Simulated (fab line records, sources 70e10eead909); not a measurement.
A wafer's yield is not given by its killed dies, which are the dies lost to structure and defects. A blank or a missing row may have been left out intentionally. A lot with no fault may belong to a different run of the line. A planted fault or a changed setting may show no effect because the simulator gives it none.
Matching of chambers :: flow nand harc :: NHARC_A_STAIRCASE_TRIM_12 on rie diel-04 has 4 sister chambers
The step chemistry O2, time 211.2 s. 4 wafers are shown with their chamber, then 7 later ones without.

== WAFERS WITH THEIR CHAMBER ==
wafer: L756.1
chamber: 1
showerhead plenum p Torr (Torr): 3.28

wafer: L759.5
chamber: 2
showerhead plenum p Torr (Torr): 3.60

wafer: L761.2
chamber: 0
showerhead plenum p Torr (Torr): 3.38

wafer: L761.3
chamber: 3
showerhead plenum p Torr (Torr): 3.71

== WAFERS WITH NO CHAMBER GIVEN ==
wafer: L761.5
showerhead plenum p Torr (Torr): 3.27

wafer: L762.3
showerhead plenum p Torr (Torr): 3.81

wafer: L762.4
showerhead plenum p Torr (Torr): 3.70

wafer: L762.6
showerhead plenum p Torr (Torr): 3.60

wafer: L764.2
showerhead plenum p Torr (Torr): 3.70

wafer: L764.3
showerhead plenum p Torr (Torr): 3.37

wafer: L764.6
showerhead plenum p Torr (Torr): 3.70

== WHICH CHAMBER EACH ONE RAN IN ==
wafer: L761.5
from the rows above: 1
in truth: 1

wafer: L762.3
from the rows above: 3
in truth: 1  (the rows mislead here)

wafer: L762.4
from the rows above: 3
in truth: 3

wafer: L762.6
from the rows above: 2
in truth: 2

wafer: L764.2
from the rows above: 3
in truth: 3

wafer: L764.3
from the rows above: 0
in truth: 0

wafer: L764.6
from the rows above: 3
in truth: 3
Correct placement for 6 of the 7. Left unplaced by these rows: 0. Placed wrongly: 1.
How it was worked out, from the rows above alone: a wafer's distance from a chamber is the root of the sum, over the readings, of the square of ((its reading less the chamber's mean) divided by the reading's scatter). The wafer belongs to the nearest chamber; if the next one is less than 2 further off, it can't be placed. The mean given for a chamber averages the wafers shown for that chamber. The scatter: with one shown wafer a chamber, the root of the mean of the squares of how far each hidden wafer lies from its nearest shown one.
